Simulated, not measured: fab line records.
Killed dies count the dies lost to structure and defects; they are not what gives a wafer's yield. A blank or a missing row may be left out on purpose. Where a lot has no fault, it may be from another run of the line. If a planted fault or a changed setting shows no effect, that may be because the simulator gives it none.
fab line records	flow n5_finfet
record: lots: 7	wafers: 39
route steps=1938 shown ZERO_LAYER@4 FIN_SAQP@125 SD_EPI_N@292 HKMG_FIN@389 MOL_CONTACT_COAG@547 BEOL_M0_CUTY@713 BEOL_M1@838 BEOL_M4@1021 BEOL_M6@1254 BEOL_M10@1470 BEOL_M12@1637 BEOL_M14@1716 MIM_BOT@1833 PASSIVATION@1936
start_h: hours from the record's opening day to when the first of the lot's shown wafers began	wait_h: how many hours have passed since the lot's step before this one	" as in the row above	L1.1+2: a single row standing in for several wafers	- no value, or no start given	* or withheld: withheld	< > ~ a bound
route shown NAME@n: a module of which the file shows steps, and the number in the route of the first	usual: mean/standard deviation taken from wafers without a fault	same: alike in all rows	chamber/n: place in a boat	sites: per-site readings	_std_site: the standard deviation of these	_edge_site: the outer-site mean with the inner-site mean subtracted	radius_mm: for every site, how far away it sits from the centre of the wafer	mask NAME#n: copy n	behind: tool/chamber where the wafer was last shaped	hold: the reason the lot was held/the length of the hold in hours/how it ended	device: names the non-switching transistor (n, p or np)	end of line: at the end of the route, the tests of the same wafers	for a step that has no rows: nothing shown but its recipe	killed: the dies lost at the first sort to structure and to defects; this is not the yield of the wafer	map: a wafer's dies, marking killed ones x, the rest . and places with no die _
set.NAME: setting as actually run; set.NAME@STEP: the setting as run at that earlier step	model.NAME: the simulator's own value behind a step, which no gauge read
lots where settings were altered on purpose, with a table for each step and a row for each wafer
== steps ==
step: N5_ZERO_LAYER_PECVD_02
recipe: material: SiO2	target_thk_a: 100	temp_c: 400	precursor: SiH4/N2O	pressure_torr: 0.75	rf_w: 275	time_s: 6
step: N5_FIN_SAQP_SPACER1_ALD_24
recipe: material: SiO2	target_thk_a: 203	temp_c: 300	ald_precursor_family: BDEAS	ald_co_reactant: O2-plasma	pulse_time_s: 1	purge_time_s: 2	co_reactant_purge_time_s: 2	ald_cycles: 218	pressure_torr: 2
step: N5_SD_EPI_N_PRECLEAN_49
recipe: chemistry: NF3:NH3	afs_cycles: 1	temp_c: 30	time_s: 20	sublimation_temp_c: 180	sublimation_time_s: 60	pressure_torr: 3	rf_power_w: 30
step: N5_HKMG_FIN_ALD_75
recipe: material: Al2O3	target_thk_a: 10	temp_c: 150	ald_precursor_family: TMA	ald_co_reactant: H2O	pulse_time_s: withheld	co_reactant_pulse_time_s: 1
step: N5_MOL_CONTACT_COAG_SPUTTER_143
recipe: material: Co	target_thk_a: 25	temp_c: 25	chamber_pressure_pa: 0.2
step: N5_BEOL_M0_CUTY_ETCH_63
recipe: chemistry: N2/H2	target: SOC	target_depth_a: 827	overetch_a: 165	mask_material: SiARC	temp_c: 40	ion_energy_ev: 200	time_s: 124	pressure_mtorr: 30	source_w: 840	bias_w: 150	n2_flow_sccm: 200	h2_flow_sccm: 200
step: N5_BEOL_M1_DEP_57
recipe: material: SiCN	target_thk_a: 80	temp_c: withheld	precursor: 3MS/NH3	pressure_torr: 3	rf_w: 202	time_s: 14
step: N5_BEOL_M4_ILD_DEP_00
recipe: material: SiOC	target_thk_a: 790	temp_c: 350	precursor: DEMS/O2	pressure_torr: 5	rf_w: 500	time_s: 15.3
step: N5_BEOL_M6_SPUTTER_48
recipe: material: Cu	target_thk_a: 100	temp_c: -20	bias_v: 60	power_w: 26000	chamber_pressure_pa: 0.13	time_s: 1.667
step: N5_BEOL_M10_ILD_DEP_00
recipe: material: SiCOH_lowk	target_thk_a: 3085.1	temp_c: 300	precursor: DEMS/porogen	pressure_torr: 5	rf_w: 500	time_s: 58
step: N5_BEOL_M12_ETCH_68
recipe: chemistry: N2/H2	target: SOC	mask_material: SiARC	source_w: 3000	bias_w: 350	temp_c: 40	time_s: 285	ion_energy_ev: 200	pressure_mtorr: 30	n2_flow_sccm: 200	h2_flow_sccm: 200
step: N5_BEOL_M14_ILD_DEP_00
recipe: material: SiO2	target_thk_a: 11193	temp_c: 400	precursor: TEOS/O2	pressure_torr: 6.5	rf_w: 900	teos_flow_sccm: 161.4	gas: O2	flow_sccm: 2650	time_s: 237.4
step: N5_MIM_BOT_SPUTTER_00
recipe: material: TiN	target_thk_a: 350	temp_c: 200	power_w: 3000	chamber_pressure_pa: 0.49996	gas: Ar	reactive_partial_pa: 0.37997	time_s: 89.7
step: N5_PASSIVATION_PROBE_49
usual: killed_at_front_end: 39/11
lot.wafer	tool	chamber	start_h	wait_h	set.time_s@ZERO_LAYER_PECVD_02	set.ald_cycles@FIN_SAQP_SPACER1_ALD_24	set.time_s@SD_EPI_N_PRECLEAN_49	set.target_thk_a@HKMG_FIN_ALD_75	set.target_thk_a@MOL_CONTACT_COAG_SPUTTER_143	set.time_s@BEOL_M0_CUTY_ETCH_63	set.target_thk_a@BEOL_M1_DEP_57	set.time_s@BEOL_M4_ILD_DEP_00	set.target_thk_a@BEOL_M6_SPUTTER_48	set.target_thk_a@BEOL_M10_ILD_DEP_00	set.time_s@BEOL_M12_ETCH_68	set.time_s@BEOL_M14_ILD_DEP_00	set.time_s@MIM_BOT_SPUTTER_00	killed_at_front_end
L078.1	prober-02	-	306.75	0.0	6	342	20	10	25	124	80	15.3	139.6	3085.1	285	112.4	111.5	1128
L078.2	prober-02	-	306.80	0.1	8.071	218	9.734	10	25	104.7	80	15.3	100	3085.1	285	237.4	111.5	57
L078.3	prober-02	-	306.85	0.1	8.071	342	9.734	11.99	38.15	124	80	15.3	139.6	1996	285	237.4	89.7	1109
L078.4	prober-02	-	306.90	0.2	8.071	218	20	11.99	25	124	80	22.19	100	1996	285	237.4	111.5	33
L078.5	prober-02	-	306.95	0.2	6	218	20	10	38.15	104.7	80	22.19	139.6	1996	285	112.4	89.7	17
L078.6	prober-02	-	307.00	0.3	6	342	9.734	11.99	38.15	104.7	80	22.19	100	3085.1	285	112.4	89.7	1097
L081.1	prober-02	-	327.84	0.0	6	218	26.61	10	25	101	80	12.24	100	3085.1	285	237.4	136.9	25
L081.2	prober-02	-	327.89	0.1	6	218	20	15.94	25	101	120.6	15.3	100	3085.1	285	163.2	89.7	30
L081.3	prober-02	-	327.94	0.1	3.971	218	20	10	29.61	101	80	12.24	78.68	3085.1	451.2	163.2	89.7	33
L081.4	prober-02	-	327.99	0.2	3.971	218	26.61	10	29.61	124	120.6	15.3	100	3085.1	451.2	163.2	136.9	25
L081.5	prober-02	-	328.04	0.2	3.971	218	26.61	15.94	25	124	120.6	12.24	78.68	3085.1	451.2	237.4	89.7	31
L081.6	prober-02	-	328.09	0.3	6	218	20	15.94	29.61	124	80	15.3	78.68	3085.1	285	237.4	136.9	37
L089.1	prober-01	-	363.18	0.0	6	218	20	12.7	25	151.6	80	15.3	67.85	3085.1	285	237.4	89.7	34
L089.2	prober-01	-	363.23	0.1	6	218	27.13	12.7	38.67	151.6	80	15.3	100	3085.1	285	188.4	60.25	30
L089.3	prober-01	-	363.28	0.1	6	218	27.13	10	25	124	80	15.3	67.85	3085.1	285	188.4	60.25	51
L089.4	prober-01	-	363.33	0.2	6	218	20	12.7	38.67	124	80	15.3	67.85	3955	285	188.4	89.7	48
L089.5	prober-01	-	363.38	0.2	6	218	20	10	38.67	124	80	15.3	100	3955	285	237.4	89.7	30
L089.6	prober-01	-	363.43	0.3	6	218	27.13	10	25	151.6	80	15.3	100	3955	285	237.4	60.25	26
L090.3	prober-01	-	379.18	0.1	6	218	20	10	25	124	80	15.3	100	3085.1	285	237.4	89.7	42
L090.5	prober-01	-	379.28	0.2	6	218	20	10	25	124	80	15.3	100	3085.1	285	237.4	89.7	28
L090.6	prober-01	-	379.33	0.3	6	218	20	10	25	124	80	15.3	100	3085.1	285	237.4	89.7	41
L091.1	prober-02	-	385.70	0.0	4.227	218	26.68	10	25	124	80	15.3	56.92	3819	285	237.4	137.9	29
L091.2	prober-02	-	385.75	0.1	4.227	218	26.68	6.087	25	124	80	15.3	100	3085.1	173.7	237.4	137.9	47
L091.3	prober-02	-	385.80	0.1	4.227	218	20	10	25	172.5	80	15.3	56.92	3819	285	299.6	89.7	40
L091.4	prober-02	-	385.85	0.2	6	218	26.68	6.087	25	172.5	80	15.3	100	3819	173.7	237.4	89.7	37
L091.5	prober-02	-	385.90	0.2	6	218	20	6.087	25	124	80	15.3	56.92	3085.1	173.7	299.6	137.9	38
L091.6	prober-02	-	385.95	0.3	6	218	20	10	25	172.5	80	15.3	100	3085.1	285	299.6	89.7	30
L093.1	prober-01	-	399.38	0.0	6	338	27.34	6.411	19.66	124	49.17	15.3	100	3085.1	285	237.4	39.11	1091
L093.2	prober-01	-	399.43	0.1	6	338	27.34	10	19.66	124	80	15.3	100	3085.1	285	237.4	39.11	1111
L093.3	prober-01	-	399.48	0.1	2.552	218	27.34	6.411	25	124	49.17	15.3	148.9	3085.1	285	237.4	39.11	51
L093.4	prober-01	-	399.53	0.2	2.552	218	20	10	19.66	124	80	15.3	148.9	3085.1	285	237.4	89.7	45
L093.5	prober-01	-	399.58	0.2	6	218	20	6.411	25	124	80	15.3	100	3085.1	285	237.4	89.7	62
L093.6	prober-01	-	399.63	0.3	2.552	338	20	10	25	124	49.17	15.3	148.9	3085.1	285	237.4	89.7	1101
L094.1	prober-01	-	411.01	0.0	3.581	218	29.11	10	25	124	80	15.3	100	3085.1	369.1	237.4	89.7	29
L094.2	prober-01	-	411.06	0.1	6	218	20	10	25	124	100.1	15.3	121	3988	285	178.9	119.2	27
L094.3	prober-01	-	411.11	0.1	3.581	280	29.11	6.929	25	124	100.1	15.3	121	3988	369.1	237.4	89.7	1121
L094.4	prober-01	-	411.16	0.2	6	218	29.11	6.929	25	124	80	15.3	121	3085.1	285	178.9	89.7	34
L094.5	prober-01	-	411.21	0.2	6	280	20	6.929	25	124	100.1	15.3	100	3085.1	369.1	178.9	119.2	1115
L094.6	prober-01	-	411.26	0.3	3.581	280	20	10	25	124	80	15.3	100	3988	285	237.4	119.2	1130
killed by level:class
L078.1 FIN_SAQP:area_ald=1089 BEOL_M0_SAQP:geometric_particle:open=16 FIN_SAQP:geometric_particle:short=13 FIN_SAQP:geometric_particle:open=11 BEOL_M2:geometric_particle:open=9 BEOL_M1:geometric_particle:open=7 MOL_CONTACT_COAG:geometric_particle:open=6 BEOL_M0_SAQP:geometric_particle:short=4
L078.2 FIN_SAQP:geometric_particle:open=33 MOL_CONTACT_COAG:geometric_particle:open=20 MIM_BOT:area_sputter=20 FIN_SAQP:geometric_particle:short=14 BEOL_M3:geometric_particle:open=9 BEOL_M0_SAQP:geometric_particle:short=9 BEOL_M0_SAQP:geometric_particle:open=9 BEOL_M2:geometric_particle:open=9
L078.3 FIN_SAQP:area_ald=1073 FIN_SAQP:geometric_particle:open=17 MOL_CONTACT_COAG:geometric_particle:open=14 BEOL_M0_SAQP:geometric_particle:short=13 FIN_SAQP:geometric_particle:short=9 BEOL_M0_SAQP:geometric_particle:open=6 BEOL_M1:geometric_particle:open=5 BEOL_M2:geometric_particle:open=5
L078.4 BEOL_M4:area_dep=1082 MOL_CONTACT_COAG:geometric_particle:open=15 FIN_SAQP:geometric_particle:open=11 MOL_CONTACT_COAG:geometric_particle:short=6 BEOL_M0_SAQP:geometric_particle:short=6 FIN_SAQP:geometric_particle:short=5 BEOL_M0_SAQP:geometric_particle:open=5 BEOL_M2:geometric_particle:open=4
L078.5 BEOL_M4:area_dep=1099 MOL_CONTACT_COAG:geometric_particle:open=10 BEOL_M0_SAQP:geometric_particle:short=9 BEOL_M1:geometric_particle:open=6 STI_FIN_REVEAL:geometric_particle:open=5 MOL_CONTACT_COAG:geometric_particle:short=5 BEOL_M2:geometric_particle:open=5 BEOL_M3:geometric_particle:open=5
L078.6 FIN_SAQP:area_ald=1070 BEOL_M0_SAQP:geometric_particle:short=23 MOL_CONTACT_COAG:geometric_particle:open=14 BEOL_M2:geometric_particle:open=13 BEOL_M0_SAQP:geometric_particle:open=8 STI_FIN_REVEAL:geometric_particle:open=5 BEOL_M1:geometric_particle:open=5 GATE_CUT:geometric_particle:open=4
L081.1 MIM_BOT:area_sputter=1091 MOL_CONTACT_COAG:geometric_particle:open=14 BEOL_M2:geometric_particle:open=9 STI_FIN_REVEAL:geometric_particle:open=7 BEOL_M0_SAQP:geometric_particle:open=6 BEOL_M3:geometric_particle:open=6 BEOL_M1:geometric_particle:open=5 BEOL_M4:geometric_particle:open=4
L081.2 BEOL_M0_SAQP:geometric_particle:open=13 BEOL_M0_SAQP:geometric_particle:short=12 BEOL_M3:geometric_particle:open=9 STI_FIN_REVEAL:geometric_particle:open=8 MOL_CONTACT_COAG:geometric_particle:open=7 FIN_SAQP:geometric_particle:short=4 ILD0:geometric_particle:open=4 BEOL_M1:geometric_particle:open=4
L081.3 BEOL_M2:geometric_particle:open=10 FIN_SAQP:geometric_particle:short=9 BEOL_M1:geometric_particle:open=9 BEOL_M0_SAQP:geometric_particle:short=8 BEOL_M0_SAQP:geometric_particle:open=8 MOL_CONTACT_COAG:geometric_particle:open=7 STI_FIN_REVEAL:geometric_particle:open=6 BEOL_M6:interface_void_opened=5
L081.4 MIM_BOT:area_sputter=1096 BEOL_M2:geometric_particle:open=16 BEOL_M0_SAQP:geometric_particle:open=10 STI_FIN_REVEAL:geometric_particle:open=8 MOL_CONTACT_COAG:geometric_particle:open=8 FIN_SAQP:geometric_particle:short=7 BEOL_M1:geometric_particle:open=4 BEOL_M4:geometric_particle:open=4
L081.5 BEOL_M0_SAQP:geometric_particle:short=13 BEOL_M0_SAQP:geometric_particle:open=11 DUMMY_GATE:geometric_particle:open=10 BEOL_M6:interface_void_opened=9 BEOL_M4:geometric_particle:open=8 STI_FIN_REVEAL:geometric_particle:open=6 BEOL_M1:geometric_particle:open=6 MOL_CONTACT_COAG:geometric_particle:open=5
L081.6 MIM_BOT:area_sputter=1078 BEOL_M1:geometric_particle:open=11 STI_FIN_REVEAL:geometric_particle:open=10 BEOL_M0_SAQP:geometric_particle:short=9 BEOL_M0_SAQP:geometric_particle:open=9 BEOL_M2:geometric_particle:open=7 STARTING-WAFER:geometric_particle:short=6 BEOL_M4:geometric_particle:open=5
L089.1 BEOL_M6:interface_void_opened=16 BEOL_M2:geometric_particle:open=11 STI_FIN_REVEAL:geometric_particle:open=5 DUMMY_GATE:geometric_particle:open=5 MOL_CONTACT_COAG:geometric_particle:open=5 BEOL_M0_SAQP:geometric_particle:open=5 BEOL_M1:geometric_particle:open=5 ILD0:geometric_particle:short=4
L089.2 HKMG_FIN:area_etch=13 MOL_CONTACT_COAG:geometric_particle:short=9 MOL_CONTACT_COAG:geometric_particle:open=9 BEOL_M0_SAQP:geometric_particle:short=9 BEOL_M0_SAQP:geometric_particle:open=8 GATE_CUT:geometric_particle:open=5 BEOL_M3:geometric_particle:short=4 BEOL_M2:geometric_particle:short=3
L089.3 BEOL_M6:interface_void_opened=17 MOL_CONTACT_COAG:geometric_particle:open=15 STI_FIN_REVEAL:geometric_particle:open=14 BEOL_M0_SAQP:geometric_particle:open=12 BEOL_M0_SAQP:geometric_particle:short=12 DUMMY_GATE:geometric_particle:open=9 FIN_SAQP:geometric_particle:open=7 BEOL_M2:geometric_particle:open=6
L089.4 BEOL_M10:area_etch=1049 BEOL_M6:interface_void_opened=23 BEOL_M0_SAQP:geometric_particle:short=12 FIN_SAQP:geometric_particle:short=11 STI_FIN_REVEAL:geometric_particle:open=10 BEOL_M0_SAQP:geometric_particle:open=8 BEOL_M2:geometric_particle:open=8 FIN_SAQP:geometric_particle:open=7
L089.5 MOL_CONTACT_COAG:geometric_particle:open=12 FIN_SAQP:geometric_particle:short=6 BEOL_M0_SAQP:geometric_particle:open=6 BEOL_M1:geometric_particle:open=6 STI_FIN_REVEAL:geometric_particle:open=5 BEOL_M0_SAQP:geometric_particle:short=5 FIN_SAQP:geometric_particle:open=4 DUMMY_GATE:geometric_particle:open=3
L089.6 BEOL_M10:area_etch=1093 BEOL_M1:geometric_particle:open=13 BEOL_M0_SAQP:geometric_particle:open=9 MOL_CONTACT_COAG:geometric_particle:open=9 GATE_CUT:geometric_particle:short=7 BEOL_M2:geometric_particle:open=6 DUMMY_GATE:geometric_particle:open=5 FIN_SAQP:geometric_particle:short=4
L090.3 BEOL_M2:geometric_particle:open=18 STI_FIN_REVEAL:geometric_particle:open=17 MOL_CONTACT_COAG:geometric_particle:open=15 BEOL_M0_SAQP:geometric_particle:open=13 BEOL_M0_SAQP:geometric_particle:short=12 BEOL_M1:geometric_particle:open=7 FIN_SAQP:geometric_particle:short=6 BEOL_M4:geometric_particle:open=5
L090.5 MOL_CONTACT_COAG:geometric_particle:open=17 BEOL_M0_SAQP:geometric_particle:short=12 STI_FIN_REVEAL:geometric_particle:open=8 MOL_CONTACT_COAG:geometric_particle:short=7 BEOL_M4:geometric_particle:open=7 BEOL_M0_SAQP:geometric_particle:open=6 BEOL_M1:geometric_particle:open=6 FIN_SAQP:geometric_particle:short=5
L090.6 MOL_CONTACT_COAG:geometric_particle:open=21 BEOL_M0_SAQP:geometric_particle:short=15 STI_FIN_REVEAL:geometric_particle:open=14 BEOL_M0_SAQP:geometric_particle:open=12 BEOL_M2:geometric_particle:open=9 GATE_CUT:geometric_particle:short=7 FIN_SAQP:geometric_particle:short=4 BEOL_M5:geometric_particle:open=4
L091.1 BEOL_M10:area_etch=842 MIM_BOT:area_sputter=198 BEOL_M6:interface_void_opened=52 BEOL_M4:geometric_particle:open=11 STI_FIN_REVEAL:geometric_particle:open=8 MOL_CONTACT_COAG:geometric_particle:open=8 BEOL_M0_SAQP:geometric_particle:short=5 GATE_CUT:geometric_particle:short=5
L091.2 MIM_BOT:area_sputter=1057 STI_FIN_REVEAL:geometric_particle:open=20 BEOL_M2:geometric_particle:open=12 MOL_CONTACT_COAG:geometric_particle:short=6 MOL_CONTACT_COAG:geometric_particle:open=6 BEOL_M4:geometric_particle:open=6 FIN_SAQP:geometric_particle:open=5 BEOL_M8:geometric_particle:open=5
L091.3 BEOL_M6:interface_void_opened=68 MOL_CONTACT_COAG:geometric_particle:open=14 STI_FIN_REVEAL:geometric_particle:open=12 FIN_SAQP:geometric_particle:open=7 BEOL_M1:geometric_particle:open=6 BEOL_M2:geometric_particle:open=5 DUMMY_GATE:geometric_particle:open=4 GATE_CUT:geometric_particle:open=4
L091.4 BEOL_M10:area_etch=1076 STI_FIN_REVEAL:geometric_particle:open=19 BEOL_M0_SAQP:geometric_particle:open=16 MOL_CONTACT_COAG:geometric_particle:open=14 BEOL_M4:geometric_particle:open=7 FIN_SAQP:geometric_particle:open=6 MOL_CONTACT_COAG:geometric_particle:short=5 BEOL_M0_SAQP:geometric_particle:short=5
L091.5 MIM_BOT:area_sputter=1013 BEOL_M6:interface_void_opened=74 STI_FIN_REVEAL:geometric_particle:open=18 MOL_CONTACT_COAG:geometric_particle:open=12 BEOL_M0_SAQP:geometric_particle:short=9 BEOL_M0_SAQP:geometric_particle:open=7 STI_FIN_REVEAL:geometric_particle:short=5 FIN_SAQP:geometric_particle:open=4
L091.6 FIN_SAQP:geometric_particle:open=12 MOL_CONTACT_COAG:geometric_particle:open=8 STI_FIN_REVEAL:geometric_particle:open=7 BEOL_M0_SAQP:geometric_particle:short=5 BEOL_M0_SAQP:geometric_particle:open=4 BEOL_M3:geometric_particle:open=3 BEOL_M4:geometric_particle:open=3 BEOL_M2:geometric_particle:open=3
L093.1 FIN_SAQP:area_ald=1047 BEOL_M2:geometric_particle:open=17 FIN_SAQP:geometric_particle:open=14 BEOL_M4:geometric_particle:open=14 MOL_CONTACT_COAG:geometric_particle:open=12 BEOL_M2:geometric_particle:short=10 BEOL_M3:geometric_particle:open=8 FIN_SAQP:geometric_particle:short=7
L093.2 FIN_SAQP:area_ald=1060 FIN_SAQP:geometric_particle:short=17 BEOL_M3:geometric_particle:open=10 FIN_SAQP:geometric_particle:open=9 STI_FIN_REVEAL:geometric_particle:open=9 BEOL_M2:geometric_particle:open=8 BEOL_M0_SAQP:geometric_particle:open=8 MOL_CONTACT_COAG:geometric_particle:open=7
L093.3 FIN_SAQP:geometric_particle:open=14 BEOL_M2:geometric_particle:open=12 BEOL_M3:geometric_particle:open=11 BEOL_M4:geometric_particle:open=11 STI_FIN_REVEAL:geometric_particle:open=8 MOL_CONTACT_COAG:geometric_particle:open=7 BEOL_M0_SAQP:geometric_particle:short=6 BEOL_M2:geometric_particle:short=6
L093.4 BEOL_M2:geometric_particle:open=17 BEOL_M4:geometric_particle:open=13 HKMG_FIN:area_etch=9 BEOL_M0_SAQP:geometric_particle:open=8 FIN_SAQP:geometric_particle:open=7 FIN_SAQP:geometric_particle:short=7 STI_FIN_REVEAL:geometric_particle:open=7 BEOL_M0_SAQP:geometric_particle:short=7
L093.5 BEOL_M4:geometric_particle:open=22 BEOL_M2:geometric_particle:open=15 FIN_SAQP:geometric_particle:open=14 BEOL_M3:geometric_particle:open=11 HKMG_FIN:area_etch=10 MOL_CONTACT_COAG:geometric_particle:open=9 FIN_SAQP:geometric_particle:short=8 STI_FIN_REVEAL:geometric_particle:open=7
L093.6 FIN_SAQP:area_ald=1062 MOL_CONTACT_COAG:geometric_particle:open=17 FIN_SAQP:geometric_particle:open=10 BEOL_M2:geometric_particle:open=10 DUMMY_GATE:geometric_particle:open=8 MOL_CONTACT_COAG:geometric_particle:short=8 BEOL_M4:geometric_particle:open=7 FIN_SAQP:geometric_particle:short=6
L094.1 BEOL_M4:geometric_particle:open=22 MOL_CONTACT_COAG:geometric_particle:open=10 BEOL_M2:geometric_particle:open=9 BEOL_M0_SAQP:geometric_particle:open=7 STI_FIN_REVEAL:geometric_particle:open=6 BEOL_M4:geometric_particle:short=6 DUMMY_GATE:geometric_particle:open=5 BEOL_M3:geometric_particle:open=5
L094.2 BEOL_M10:area_etch=1079 MOL_CONTACT_COAG:geometric_particle:open=12 BEOL_M3:geometric_particle:open=10 BEOL_M4:geometric_particle:open=10 FIN_SAQP:geometric_particle:short=6 STI_FIN_REVEAL:geometric_particle:open=6 DUMMY_GATE:geometric_particle:open=6 BEOL_M0_SAQP:geometric_particle:open=5
L094.3 FIN_SAQP:area_ald=1075 FIN_SAQP:geometric_particle:short=11 STI_FIN_REVEAL:geometric_particle:open=11 BEOL_M4:geometric_particle:open=11 DUMMY_GATE:geometric_particle:open=10 MOL_CONTACT_COAG:geometric_particle:open=9 BEOL_M2:geometric_particle:open=7 BEOL_M3:geometric_particle:open=7
L094.4 BEOL_M4:geometric_particle:open=18 MOL_CONTACT_COAG:geometric_particle:open=13 FIN_SAQP:geometric_particle:short=7 DUMMY_GATE:geometric_particle:open=7 STI_FIN_REVEAL:geometric_particle:open=5 BEOL_M2:geometric_particle:open=5 BEOL_M3:geometric_particle:open=5 MOL_CONTACT_COAG:geometric_particle:short=4
L094.5 FIN_SAQP:area_ald=1081 MOL_CONTACT_COAG:geometric_particle:open=15 BEOL_M4:geometric_particle:open=14 STI_FIN_REVEAL:geometric_particle:open=11 BEOL_M3:geometric_particle:open=10 FIN_SAQP:geometric_particle:short=7 BEOL_M3:geometric_particle:short=6 DUMMY_GATE:geometric_particle:open=5
L094.6 FIN_SAQP:area_ald=1091 STI_FIN_REVEAL:geometric_particle:open=12 MOL_CONTACT_COAG:geometric_particle:open=9 BEOL_M2:geometric_particle:open=7 MOL_CONTACT_COAG:geometric_particle:short=6 FIN_SAQP:geometric_particle:short=5 DUMMY_GATE:geometric_particle:open=5 BEOL_M4:geometric_particle:open=5
== key ==
split: step: N5_ZERO_LAYER_PECVD_02	setting: time_s	stated_as: 6
response none clear
split: step: N5_FIN_SAQP_SPACER1_ALD_24	setting: ald_cycles	stated_as: 218
response: step: N5_PASSIVATION_PROBE_49	reading: killed_at_front_end	slope: +22	per: 1%	together_with: all	explained: 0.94
split: step: N5_SD_EPI_N_PRECLEAN_49	setting: time_s	stated_as: 20
response none clear
split: step: N5_HKMG_FIN_ALD_75	setting: target_thk_a	stated_as: 10
response none clear
split: step: N5_MOL_CONTACT_COAG_SPUTTER_143	setting: target_thk_a	stated_as: 25
response none clear
split: step: N5_BEOL_M0_CUTY_ETCH_63	setting: time_s	stated_as: 124
response none clear
split: step: N5_BEOL_M1_DEP_57	setting: target_thk_a	stated_as: 80
response none clear
split: step: N5_BEOL_M4_ILD_DEP_00	setting: time_s	stated_as: 15.3
response none clear
split: step: N5_BEOL_M6_SPUTTER_48	setting: target_thk_a	stated_as: 100
response none clear
split: step: N5_BEOL_M10_ILD_DEP_00	setting: target_thk_a	stated_as: 3085.1
response none clear
split: step: N5_BEOL_M12_ETCH_68	setting: time_s	stated_as: 285
response none clear
split: step: N5_BEOL_M14_ILD_DEP_00	setting: time_s	stated_as: 237.4
response none clear
split: step: N5_MIM_BOT_SPUTTER_00	setting: time_s	stated_as: 89.7
response none clear
